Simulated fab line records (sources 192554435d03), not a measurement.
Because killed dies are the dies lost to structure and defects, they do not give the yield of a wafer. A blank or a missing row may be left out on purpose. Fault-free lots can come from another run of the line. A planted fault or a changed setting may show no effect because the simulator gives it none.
Code-filled problem report in 8D (eight disciplines) form / flow n5-finfet / the parts of the form that need people (team, actions taken, sign-off) are left out

## 1. PROBLEM STATEMENT
A mean of 116.7 nm is read at N5_BEOL_M6_OCD_MEAS_38 for trench-depth-nm, taken on 1 wafer of 1 lot, against 93.7 nm (standard deviation 1.7) on wafers free of any fault. Measured from the usual mean, that is +14 standard deviations.
First seen on wafer L328.2, day 14 16:53, on ocd-01. The record has a number at this step for 18 wafers belonging to 6 lots. By rule, "out" or "out of limits" means more than 4 standard deviations away from the usual mean. The other wafers with a number count as sound.

## 2. WHAT IT IS, AND WHAT IT ISN'T
question=which readings at this step | is=trench-depth-nm | is not=-
question=which lots | is=L328 | is not=L319, L321, L330, L335, L341
question=which wafers of those lots | is=L328.2 | is not=L328.4, L328.5
question=read on which gauges | is=ocd-01 | is not=ocd-02
question=when | is=from day 14 16:53 | is not=up to then (11 sound wafers); but 6 sound wafers of L335, L341 came after

## 3. SUSPECTS, AND WHAT RULES EACH OUT
Counting: a tool at a process step up to the reading stays a suspect if it ran every lot that is out. Sound lots after the first of them don't rule it out here, since some wafers of a struck lot are sound.
- the gauge at N5_BEOL_M6_OCD_MEAS_38: ruled out. All the wafers that are out were read on ocd-01, but those of them that N5_BEOL_M6_TRENCH_ETCH_37 has rows for are out there too, on other tools.
- rie-diel-01 at N5_BEOL_M6_ETCH_62 (etches SOC in N2/H2, target depth 110 nm, overetch 22 nm, time 165 s): kept. It ran the lot that is out, L328 (day 14 14:37).
- rie-diel-01 at N5_BEOL_M6_STRIP_67 (strips in CF4): kept. It ran the lot that is out, L328 (day 14 14:46).
- rie-diel-05 at N5_BEOL_M6_TRENCH_ETCH_37 (etches SiCOH lowk in C4F6/O2, target depth 94.435 nm, time 31.5 s): kept. It ran the lot that is out, L328 (day 14 16:43); its last sound lot up to then is L321 (day 12 10:19). Its own run-length-s readings are out on those wafers.
- At N5_BEOL_M6_ETCH_62 on rie-diel-01, chamber 0 took the sound wafers of the same lots and chamber 2 took the wafers that are out.
- At N5_BEOL_M6_STRIP_67 on rie-diel-01, chamber 0 took the sound wafers of the same lots and chamber 2 took the wafers that are out.
The count leaves rie-diel-01 at N5_BEOL_M6_ETCH_62, rie-diel-01 at N5_BEOL_M6_STRIP_67, and rie-diel-05 at N5_BEOL_M6_TRENCH_ETCH_37.

## 4. THE CAUSE (what the simulator had put in)
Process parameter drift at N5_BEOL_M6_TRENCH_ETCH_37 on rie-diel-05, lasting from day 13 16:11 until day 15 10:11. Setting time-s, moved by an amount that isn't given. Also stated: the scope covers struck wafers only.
3 suspects survive the count, and this tool is in that group.

## 5. THE EFFECT CHAIN, in route order
Each row: a reading where the mean over the struck wafers with a number is more than 3 standard deviations away from the usual. Readings are gone through only where the record gives a usual standard deviation; hours: the median, over the lots, of the time from a lot's start at the first step in this table giving one to that lot's start at this step; sigmas: the change measured in usual standard deviations.
hours=0; step=N5_BEOL_M6_TRENCH_ETCH_37; reading=run-length-s; usual=55.1 s; on struck wafers=63.4; change=+8.3; sigmas=+26
hours=0; step=N5_BEOL_M6_OCD_MEAS_38; reading=trench-depth-nm; usual=93.7 nm; on struck wafers=116.7; change=+23.0; sigmas=+14
hours=2; step=N5_BEOL_M6_THK_MEAS_53; reading=M6_THK; usual=81.5 nm; on struck wafers=106.6; change=+25.1; sigmas=+11
hours=3; step=N5_BEOL_M6_RS_MEAS_57; reading=M6_RS; usual=0.286 ohm/sq; on struck wafers=0.211; change=-0.075; sigmas=-8.3
hours=75; step=N5_BEOL_M15_RC_MEAS_101; reading=SERP_M6; usual=13.9 ohm/um; on struck wafers=9.7; change=-4.2; sigmas=-6.1
hours=75; step=N5_BEOL_M15_RC_MEAS_101; reading=SERP_M6_max_site; usual=14.5 ohm/um; on struck wafers=10.0; change=-4.5; sigmas=-6.0
It contains these process steps:
- N5_BEOL_M6_TRENCH_ETCH_37: etches SiCOH lowk in C4F6/O2, target depth 94.435 nm, time 31.5 s.

## 6. WHAT WOULD HAVE CAUGHT IT SOONER
Counted from the fault's start at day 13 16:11, it took 25 hours until the first out-of-limits reading at a measuring or inspecting step in this record, taken at day 14 16:53.
Tool's own readings at N5_BEOL_M6_TRENCH_ETCH_37, run-length-s: out on all struck wafers the step has rows for; an alarm limit on them would have tripped on the first.
Each of the lots that are out, 1 in all, had begun N5_BEOL_M6_TRENCH_ETCH_37 on rie-diel-05 no later than day 14 16:53. A hold on the tool at that time would have spared none of them.
